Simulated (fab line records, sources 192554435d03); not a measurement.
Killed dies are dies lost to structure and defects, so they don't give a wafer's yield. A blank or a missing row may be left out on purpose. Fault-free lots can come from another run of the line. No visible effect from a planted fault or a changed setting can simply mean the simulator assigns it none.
Shared-tool check | flow n5 finfet | Lots sampled 10, wafers sampled 26

== REASON FOR OPENING ==
Flagged at N5_BEOL_M8_OCD_MEAS_38: reading trench depth nm, on 2 of 10 lots. Wafers without a fault read 94.2 nm, standard deviation 1.6.
Rule: a lot is flagged when every wafer of it that has a number lies more than 4 standard deviations from that mean, or none has a number. As for the other lots, they are considered sound.

lot  | measured     | on     | trench depth nm (nm), wafer by wafer | flag
L817 | day 9 17:33  | ocd-01 | 91.9 93.4 95.4                       |
L819 | day 10 12:12 | ocd-01 | 93.5 95.5 93.5                       |
L824 | day 12 05:15 | ocd-02 | 92.8 94.8 92.8                       |
L826 | day 12 11:32 | ocd-02 | 95.8 93.7 92.0                       |
L828 | day 12 22:34 | ocd-02 | 95.3 95.5 95.3                       |
L831 | day 13 08:59 | ocd-01 | 91.0 92.6 94.7                       |
L832 | day 13 18:05 | ocd-01 | 94.9 95.6 97.0                       |
L834 | day 14 08:38 | ocd-01 | 84.0                                 | FLAGGED
L836 | day 14 10:00 | ocd-02 | 84.2                                 | FLAGGED
L838 | day 15 10:38 | ocd-01 | 92.7 95.4 95.3                       |
The numbers of the flagged lots are 84.1 nm on average: -10.1 nm against the usual, or -6 standard deviations.

== WHICH TOOL EACH LOT WENT THROUGH ==
The record holds 3 process steps before the reading, out of a route of 1938 steps. Every cell lists first the tool, next ch and the chambers used by the sampled wafers, and last the start.
lot  | flag    | N5_BEOL_M8_DESCUM_33               | N5_BEOL_M8_ETCH_72                 | N5_BEOL_M8_TRENCH_ETCH_37
L817 |         | rie diel-03 ch 0,1,3, day 9 17:07  | rie diel-03 ch 0,1,3, day 9 17:10  | rie diel-03 ch 0,1,3, day 9 17:23
L819 |         | rie diel-05 ch 0,3, day 10 11:46   | rie diel-05 ch 0,3, day 10 11:48   | rie diel-05 ch 0,3, day 10 12:02
L824 |         | rie diel-05 ch 1,2,3, day 12 04:49 | rie diel-05 ch 1,2,3, day 12 04:51 | rie diel-05 ch 1,2,3, day 12 05:05
L826 |         | rie diel-03 ch 0,1,2, day 12 11:06 | rie diel-03 ch 0,1,2, day 12 11:08 | rie diel-03 ch 0,1,2, day 12 11:22
L828 |         | rie diel-03 ch 0,2, day 12 22:09   | rie diel-03 ch 0,2, day 12 22:11   | rie diel-03 ch 0,2, day 12 22:25
L831 |         | rie diel-03 ch 0,1, day 13 08:33   | rie diel-03 ch 0,1, day 13 08:35   | rie diel-03 ch 0,1, day 13 08:49
L832 |         | rie diel-03 ch 0,2,3, day 13 17:39 | rie diel-03 ch 0,2,3, day 13 17:41 | rie diel-03 ch 0,2,3, day 13 17:55
L834 | FLAGGED | rie diel-03 ch 3, day 14 08:12     | rie diel-03 ch 3, day 14 08:14     | rie diel-03 ch 3, day 14 08:28
L836 | FLAGGED | rie diel-03 ch 3, day 14 09:35     | rie diel-03 ch 3, day 14 09:37     | rie diel-03 ch 3, day 14 09:51
L838 |         | rie diel-05 ch 0,1,2, day 15 10:13 | rie diel-05 ch 0,1,2, day 15 10:15 | rie diel-05 ch 0,1,2, day 15 10:29
What is done by these steps:
- N5_BEOL_M8_DESCUM_33: chemistry O2, time 7 s.
- N5_BEOL_M8_ETCH_72: etches underlayer in N2/H2, target depth 6.5 nm, time 5.2 s.
- N5_BEOL_M8_TRENCH_ETCH_37: etches SiCOH lowk in C4F6/O2, target depth 93.478 nm, time 31.2 s.
- N5_BEOL_M8_OCD_MEAS_38

== FLAGGED AGAINST TOTAL, ONE TOOL AT A TIME (gauges that did the reading follow at the end) ==
step                      | tool        | lots run | flagged | share of the flagged lots | sound lots run after its first flagged lot
N5_BEOL_M8_DESCUM_33      | rie diel-03 | 7        | 2       | all                       | 0
N5_BEOL_M8_DESCUM_33      | rie diel-05 | 3        | 0       | none                      | -
N5_BEOL_M8_ETCH_72        | rie diel-03 | 7        | 2       | all                       | 0
N5_BEOL_M8_ETCH_72        | rie diel-05 | 3        | 0       | none                      | -
N5_BEOL_M8_TRENCH_ETCH_37 | rie diel-03 | 7        | 2       | all                       | 0
N5_BEOL_M8_TRENCH_ETCH_37 | rie diel-05 | 3        | 0       | none                      | -
N5_BEOL_M8_OCD_MEAS_38    | ocd-01      | 6        | 1       | some                      | 1 (L838)
N5_BEOL_M8_OCD_MEAS_38    | ocd-02      | 4        | 1       | some                      | 0

== WHAT IS ALLOWED BY THE TABLE ==
Rows of the table that ran every flagged lot, 3 in all: rie diel-03 at N5_BEOL_M8_DESCUM_33, rie diel-03 at N5_BEOL_M8_ETCH_72, rie diel-03 at N5_BEOL_M8_TRENCH_ETCH_37.
- rie diel-03 at N5_BEOL_M8_DESCUM_33 ran 7 lots, 2 of them flagged. It ran its last sound lot, L832, at day 13 17:39 and its first flagged lot, L834, at day 14 08:12: a fault with its onset between the two fits.
- rie diel-03 at N5_BEOL_M8_ETCH_72 ran 7 lots, 2 of them flagged. It ran its last sound lot, L832, at day 13 17:41 and its first flagged lot, L834, at day 14 08:14: a fault with its onset between the two fits.
- rie diel-03 at N5_BEOL_M8_TRENCH_ETCH_37 ran 7 lots, 2 of them flagged. It ran its last sound lot, L832, at day 13 17:55 and its first flagged lot, L834, at day 14 08:28: a fault with its onset between the two fits. Its own readings lie more than 4 standard deviations out on every wafer of the flagged lots: bias w, rf vpp V.
What remains is a single tool, rie diel-03 at N5_BEOL_M8_DESCUM_33 and N5_BEOL_M8_ETCH_72 and N5_BEOL_M8_TRENCH_ETCH_37.

== WHAT THE SIMULATOR HAD INSERTED ==
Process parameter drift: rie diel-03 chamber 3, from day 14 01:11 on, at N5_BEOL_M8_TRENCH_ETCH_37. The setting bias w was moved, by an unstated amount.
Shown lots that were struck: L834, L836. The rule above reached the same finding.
